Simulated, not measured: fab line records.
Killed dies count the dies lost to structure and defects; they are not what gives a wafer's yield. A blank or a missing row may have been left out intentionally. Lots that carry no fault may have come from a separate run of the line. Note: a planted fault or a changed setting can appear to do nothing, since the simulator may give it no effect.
Matching of chambers + flow nand-harc + 4 sister chambers for NHARC_P_GATE_STRIP_108 on rie-diel-02
The step strips in O2. 18 wafers are shown with their chamber, then 9 later ones without.

## EACH WAFER AND ITS CHAMBER
| wafer  | chamber | showerhead-plenum-p-Torr (Torr) | o2-flow-sccm (sccm) | rf-vpp-V (V) |
|--------|---------|---------------------------------|---------------------|--------------|
| L075.3 | 2       | 3.55                            | 498.7               | 58.1         |
| L075.4 | 1       | 3.44                            | 498.8               | 57.9         |
| L075.6 | 2       | 3.55                            | 496.9               | 56.9         |
| L078.1 | 1       | 3.44                            | 499.2               | 58.2         |
| L078.4 | 1       | 3.44                            | 499.3               | 58.1         |
| L078.5 | 0       | 3.65                            | 501.5               | 56.3         |
| L084.1 | 0       | 3.64                            | 501.4               | 57.1         |
| L084.3 | 1       | 3.44                            | 503.0               | 57.8         |
| L084.5 | 2       | 3.54                            | 499.8               | 57.3         |
| L085.2 | 0       | 3.64                            | 503.1               | 56.5         |
| L085.4 | 2       | 3.54                            | 500.1               | 58.2         |
| L085.6 | 0       | 3.64                            | 499.6               | 56.9         |
| L087.2 | 0       | 3.64                            | 500.6               | 58.1         |
| L087.4 | 0       | 3.64                            | 501.7               | 58.4         |
| L087.6 | 1       | 3.44                            | 501.1               | 57.2         |
| L092.1 | 0       | 3.64                            | 496.9               | 57.6         |
| L092.2 | 3       | 3.66                            | 498.4               | 57.1         |
| L092.6 | 2       | 3.54                            | 499.6               | 58.0         |

SIGNATURES, as means of the wafers listed above
| reading                  | chamber 0 | chamber 1 | chamber 2 | chamber 3 | scatter within a chamber |
|--------------------------|-----------|-----------|-----------|-----------|--------------------------|
| showerhead-plenum-p-Torr | 3.6414    | 3.4400    | 3.5440    | 3.6600    | 0.00383                  |
| o2-flow-sccm             | 500.686   | 500.280   | 499.020   | 498.400   | 1.75                     |
| rf-vpp-V                 | 57.271    | 57.840    | 57.700    | 57.100    | 0.637                    |
Rule: a wafer lies at a distance from a chamber equal to the root of the sum of squares, over the readings, of (its reading less the chamber's mean, divided by the reading's scatter). The wafer belongs to the nearest chamber; if the next one is less than 2 further off, it can't be placed. How the scatter is found: for the shown wafers, subtract from each reading the mean of its chamber, square and add these, divide the total by (wafers less chambers), then take the root.

## WAFERS WHOSE CHAMBER IS MISSING
| wafer  | showerhead-plenum-p-Torr (Torr) | o2-flow-sccm (sccm) | rf-vpp-V (V) |
|--------|---------------------------------|---------------------|--------------|
| L094.4 | 3.66                            | 499.2               | 58.9         |
| L094.5 | 3.54                            | 500.2               | 57.2         |
| L094.6 | 3.66                            | 500.3               | 58.4         |
| L095.2 | 3.54                            | 500.7               | 57.9         |
| L095.3 | 3.44                            | 498.0               | 57.8         |
| L095.6 | 3.44                            | 500.3               | 58.6         |
| L097.3 | 3.54                            | 499.5               | 57.6         |
| L097.4 | 3.43                            | 502.0               | 56.5         |
| L097.6 | 3.54                            | 499.1               | 57.7         |

## CHAMBER TAKEN BY EACH
| wafer  | from the rows above | in truth |
|--------|---------------------|----------|
| L094.4 | 3                   | 3        |
| L094.5 | 2                   | 2        |
| L094.6 | 3                   | 3        |
| L095.2 | 2                   | 2        |
| L095.3 | 1                   | 1        |
| L095.6 | 1                   | 1        |
| L097.3 | 2                   | 2        |
| L097.4 | 1                   | 1        |
| L097.6 | 2                   | 2        |
9 of 9 placed correctly. Left unplaced by these rows: 0. Number placed wrongly: 0.
